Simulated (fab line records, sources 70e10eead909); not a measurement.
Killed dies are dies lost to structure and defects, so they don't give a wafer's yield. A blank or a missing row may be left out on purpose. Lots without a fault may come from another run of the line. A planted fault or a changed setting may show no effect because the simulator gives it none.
A struck lot beside a sound one | flow nand_harc | 27 steps out of a route of 1159
Sound: wafers L767.1, L767.2, L767.6. Struck: wafers L757.1, L757.3, L757.5. The cause comes at the end.
At each step with rows: each side's tool, then ch and its chambers, then its first start. Under that, the readings that differ: sound wafers | struck wafers | difference of the means | sigmas: that difference in standard deviations of wafers without a fault.
alike: readings whose means differ by less than 2 such deviations, and words and numbers that are the same on both sides. not compared: withheld readings, readings that some wafer has no value for, bounds like >300 that may hide the same value, and numbers for which the record gives no deviation and whose values overlap.
The two part at a step that has a row with sigmas, a row that says differs or no value, or rows on one side only. Numbers that don't overlap but have no deviation are shown without sigmas and don't part them. A reading that every wafer of one side lacks parts them only if that side has two wafers or more.

NHARC_A_M0_DEGAS_28: time 60 s.
  sound on pvd_sputter-03, day 22 05:29; struck on pvd_sputter-03, day 19 14:58
  alike: heater_power_w
then, 1 step without rows for these wafers: NHARC_A_M0_PRE_CLEAN_29 (time 30 s).
NHARC_A_M0_PVD_20: deposits TaN, target thk 5 nm, time 8.06 s.
  sound on pvd_sputter-03; struck on pvd_sputter-03
  alike: throttle_valve_pct
NHARC_A_M0_PVD_21: deposits Cu, target thk 30 nm, time 20.49 s.
  sound on pvd_sputter-03; struck on pvd_sputter-03
  alike: throttle_valve_pct
then, 2 steps without rows for these wafers: NHARC_A_M0_ECD_22 (material Cu, target thk 400 nm); NHARC_A_M0_ANNEAL_30 (time 90 s).
NHARC_A_M0_CMP_23: polishes, t overpolish 20 s, target thk 113.75 nm.
  sound on cmp-02 ch 0,1,2, day 22 06:44; struck on cmp-04 ch 0,3, day 19 16:02
  alike: motor_current_A, time_to_endpoint_s
  not compared: pad_life_wafers
NHARC_A_M0_THK_MEAS_24: measures by xrf.
  sound on film_metro-02, day 22 07:03; struck on film_metro-01, day 19 16:22
  alike: thk_nm
then, 1 step without rows for these wafers: NHARC_A_M0_SRD_25.
NHARC_A_M0_INSPECT_27:
  sound on defect_inspect-01, day 22 07:12; struck on defect_inspect-02, day 19 16:32
  alike: raw_defect_count
NHARC_A_M0_PRE_CLEAN_31: time 12 s.
  sound on pecvd-04 ch 0,2, day 22 07:16; struck on pecvd-02 ch 0,2, day 19 16:44
  alike: heater_power_w
NHARC_A_M0_DEP_32: deposits SiCN, target thk 30 nm.
  sound on pecvd-04 ch 0,2, day 22 07:21; struck on pecvd-02 ch 0,2, day 19 16:50
  alike: chamber_pressure_Torr, heater_power_w
then, 10 steps without rows for these wafers: NHARC_A_M1_DEP_00 (deposits SiOC, target thk 182.5 nm); NHARC_A_M1_DEHYDRATE_01 (time 120 s); NHARC_A_M1_HMDS_02 (time 30 s); NHARC_A_M1_COAT_34 (time 65 s); NHARC_A_M1_COAT_03 (resist thk 90 nm); NHARC_A_M1_SOFTBAKE_04 (time 55 s); NHARC_A_M1_EBR_05; NHARC_A_M1_EXPOSE_06 (exposes mask A M1, target cd 120 nm); NHARC_A_M1_PEB_07 (peb time 65 s); NHARC_A_M1_DEVELOP_08 (develop time 35 s).
NHARC_A_M1_CD_MEAS_09: target cd 120 nm.
  sound on cd_sem-02 ch 0, day 22 08:34; struck on cd_sem-03 ch 0, day 19 18:04
  alike: cd_nm
NHARC_A_M1_OVL_MEAS_10: pitch 240 nm.
  sound on overlay-01, day 22 08:40; struck on overlay-02, day 19 18:10
  alike: overlay_x_nm, overlay_y_nm
NHARC_A_M1_INSPECT_11:
  sound on defect_inspect-02, day 22 08:41; struck on defect_inspect-02, day 19 18:12
  reading          | sound    | struck      | difference | sigmas
  raw_defect_count | 25 14 17 | 499 576 518 | +512       | +37
then, 1 step without rows for these wafers: NHARC_A_M1_DESCUM_14 (chemistry O2, time 3 s).
NHARC_END_SORT_01:
  the record has rows for the struck wafers here (prober-02 ch 0, day 21 09:50) and none for the sound ones

WHERE THEY PART
First at NHARC_A_M1_INSPECT_11; last, within this record, at NHARC_END_SORT_01.

WHY: what the simulator had put in
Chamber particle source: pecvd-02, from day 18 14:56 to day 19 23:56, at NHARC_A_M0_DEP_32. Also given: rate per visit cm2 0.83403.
